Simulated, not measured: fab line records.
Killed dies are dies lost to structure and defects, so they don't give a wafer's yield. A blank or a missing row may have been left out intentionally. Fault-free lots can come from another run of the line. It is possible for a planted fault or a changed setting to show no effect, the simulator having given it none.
Lot-split experiment	flow n5Finfet	on a route of 1938 steps: 7 lots, 39 wafers read

== THE SPLIT ==
At N5_MOL_CONTACT_COAG_PRECLEAN_111 (cleans in NF3:NH3, afs cycles 1, time 20 s, sublimation time 60 s), the setting timeS was moved away from the recipe's 20 s on 18 of the 39 wafers read, by -48.6% to +57.3%. This setting was run at the recipe's value on the other wafers.

== FROM THE SPLIT TO THE READING: what the file shows between them, 9 steps ==
- N5_MOL_CONTACT_COAG_TI_SIL_19: material Ti, target thk 4.2 nm, time 15 s
- N5_MOL_CONTACT_COAG_ALD_20: deposits TiN, target thk 1.5 nm, pulse time 1 s, purge time 3 s
- N5_MOL_CONTACT_COAG_PRECLEAN_125: cleans in DIW, time 57.5 s
- N5_MOL_CONTACT_COAG_SRD_126: dry time 32 s
- N5_MOL_CONTACT_COAG_CMP_23: polishes, stops on SiO2, t overpolish 1.5 s, target thk 0 nm
- N5_MOL_CONTACT_COAG_WET_ETCH_26: target Co, target depth 13 nm
- N5_MOL_CONTACT_COAG_WET_ETCH_116: etches the open film in SC1-inhibited, target depth 4.6 nm, rinse time 30 s
- N5_MOL_CONTACT_COAG_ALD_27: deposits SiOC, target thk 17 nm, pulse time 1.5 s, time 2720 s
- N5_MOL_CONTACT_COAG_CMP_28: polishes, stops on SiNx, t overpolish 0.85 s, target thk 14.522 nm

== THE READING ==
MD_CAP_THK at N5_MOL_CONTACT_COAG_THK_MEAS_29, in nm. On this fab line, fault-free wafers typically give 17.91 nm with a standard deviation of 0.086 nm.

wafer	tool, chamber at the split	timeS as run, s	against the recipe	MD_CAP_THK, nm	against lot-mates on the recipe
L075.1	remotePlasma-01, 1	20	recipe	17.90	-
L075.2	remotePlasma-01, 1	29.13	+45.6%	17.68	-0.21
L075.3	remotePlasma-01, 1	29.13	+45.6%	17.55	-0.34
L075.4	remotePlasma-01, 1	20	recipe	17.87	-
L075.5	remotePlasma-01, 1	29.13	+45.6%	17.63	-0.26
L075.6	remotePlasma-01, 1	20	recipe	17.90	-
L078.1	remotePlasma-01, 1	20	recipe	18.05	-
L078.4	remotePlasma-01, 1	20	recipe	17.99	-
L078.5	remotePlasma-01, 1	20	recipe	18.05	-
L082.1	remotePlasma-01, 0	31.2	+56.0%	17.62	-0.36
L082.2	remotePlasma-01, 0	31.2	+56.0%	17.68	-0.30
L082.3	remotePlasma-01, 0	20	recipe	18.01	-
L082.4	remotePlasma-01, 0	20	recipe	17.84	-
L082.5	remotePlasma-01, 0	31.2	+56.0%	17.71	-0.27
L082.6	remotePlasma-01, 0	20	recipe	18.08	-
L083.1	remotePlasma-01, 1	20	recipe	17.93	-
L083.2	remotePlasma-01, 1	10.28	-48.6%	18.24	+0.34
L083.3	remotePlasma-01, 1	20	recipe	17.84	-
L083.4	remotePlasma-01, 1	10.28	-48.6%	18.22	+0.32
L083.5	remotePlasma-01, 1	10.28	-48.6%	18.20	+0.30
L083.6	remotePlasma-01, 1	20	recipe	17.94	-
L084.1	remotePlasma-01, 1	20	recipe	17.96	-
L084.2	remotePlasma-01, 1	28.13	+40.6%	17.63	-0.35
L084.3	remotePlasma-01, 1	20	recipe	18.00	-
L084.4	remotePlasma-01, 1	28.13	+40.6%	17.63	-0.35
L084.5	remotePlasma-01, 1	20	recipe	17.97	-
L084.6	remotePlasma-01, 1	28.13	+40.6%	17.60	-0.38
L086.1	remotePlasma-02, 0	20	recipe	17.80	-
L086.2	remotePlasma-02, 0	16.09	-19.6%	17.96	+0.12
L086.3	remotePlasma-02, 0	20	recipe	17.88	-
L086.4	remotePlasma-02, 0	16.09	-19.6%	18.08	+0.24
L086.5	remotePlasma-02, 0	16.09	-19.6%	17.94	+0.10
L086.6	remotePlasma-02, 0	20	recipe	17.85	-
L089.1	remotePlasma-02, 1	20	recipe	17.84	-
L089.2	remotePlasma-02, 1	20	recipe	17.75	-
L089.3	remotePlasma-02, 1	31.46	+57.3%	17.40	-0.41
L089.4	remotePlasma-02, 1	20	recipe	17.84	-
L089.5	remotePlasma-02, 1	31.46	+57.3%	17.50	-0.31
L089.6	remotePlasma-02, 1	31.46	+57.3%	17.45	-0.36

FIT RESULTS
A straight line over all 39 wafers: MD_CAP_THK changes by -0.00632 nm for each +1% of timeS; r = -0.91; the points scatter about the line by 0.085 nm.
The same after taking each lot's own level away (the mean of its wafers on the recipe; 39 wafers): -0.00645 nm for each +1%; r = -0.96; scatter 0.057 nm.
According to that fit, moving timeS by its largest amount changes the reading by 0.37 nm.
The span of the lots' own levels, 17.810 to 18.030 nm, comes to 2.6 times the standard deviation stated above.
The two slopes agree, so the slope changes little with the lot-to-lot level.
Check: with one of the wafers moved furthest among these (+57.3%) left out of the fit, the line predicts -0.364 nm for it against its lot-mates. It came out at -0.41 nm against them.

== THE WHOLE CHAIN: every reading that the file lists as answering this split, in the file's order ==
step	what it does	reading	change (the file's fit)	r (the file's)
N5_MOL_CONTACT_COAG_PRECLEAN_111	cleans in NF3:NH3, afs cycles 1, time 20 s, sublimation time 60 s	SiNx_of_SPACER0_ALD_07.thkNm (the simulator's own value, which no gauge read)	-0.00744 nm for each +1% of the setting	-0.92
N5_MOL_CONTACT_COAG_PRECLEAN_111	cleans in NF3:NH3, afs cycles 1, time 20 s, sublimation time 60 s	SiNx_of_GATE_CUT_SAC_CAP_01.thkNm (the simulator's own value, which no gauge read)	-0.00714 nm for each +1% of the setting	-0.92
N5_MOL_CONTACT_COAG_CMP_23	polishes, stops on SiO2, t overpolish 1.5 s, target thk 0 nm	SiNx_of_GATE_CUT_SAC_CAP_01.thkNm (the simulator's own value, which no gauge read)	-0.00679 nm for each +1% of the setting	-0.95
N5_MOL_CONTACT_COAG_WET_ETCH_26	target Co, target depth 13 nm	SiNx_of_GATE_CUT_SAC_CAP_01.thkNm (the simulator's own value, which no gauge read)	-0.00668 nm for each +1% of the setting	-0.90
N5_MOL_CONTACT_COAG_WET_ETCH_116	etches the open film in SC1-inhibited, target depth 4.6 nm, rinse time 30 s	SiNx_of_GATE_CUT_SAC_CAP_01.thkNm (the simulator's own value, which no gauge read)	-0.00635 nm for each +1% of the setting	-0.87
N5_MOL_CONTACT_COAG_CMP_28	polishes, stops on SiNx, t overpolish 0.85 s, target thk 14.522 nm	SiNx_of_GATE_CUT_SAC_CAP_01.thkNm (the simulator's own value, which no gauge read)	-0.00653 nm for each +1% of the setting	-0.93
N5_MOL_CONTACT_COAG_THK_MEAS_29		MD_CAP_THK	-0.00639 for each +1% of the setting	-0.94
N5_MOL_CONTACT_COAG_ETCH_47	etches SiNx in CH3F/O2, stops on W, target depth 27 nm	etch.depthNm (the simulator's own value, which no gauge read)	-0.00656 nm for each +1% of the setting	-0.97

== THE FILE'S OWN FIT ==
MD_CAP_THK changes by -0.00639 nm for each +1% of timeS, r = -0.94.
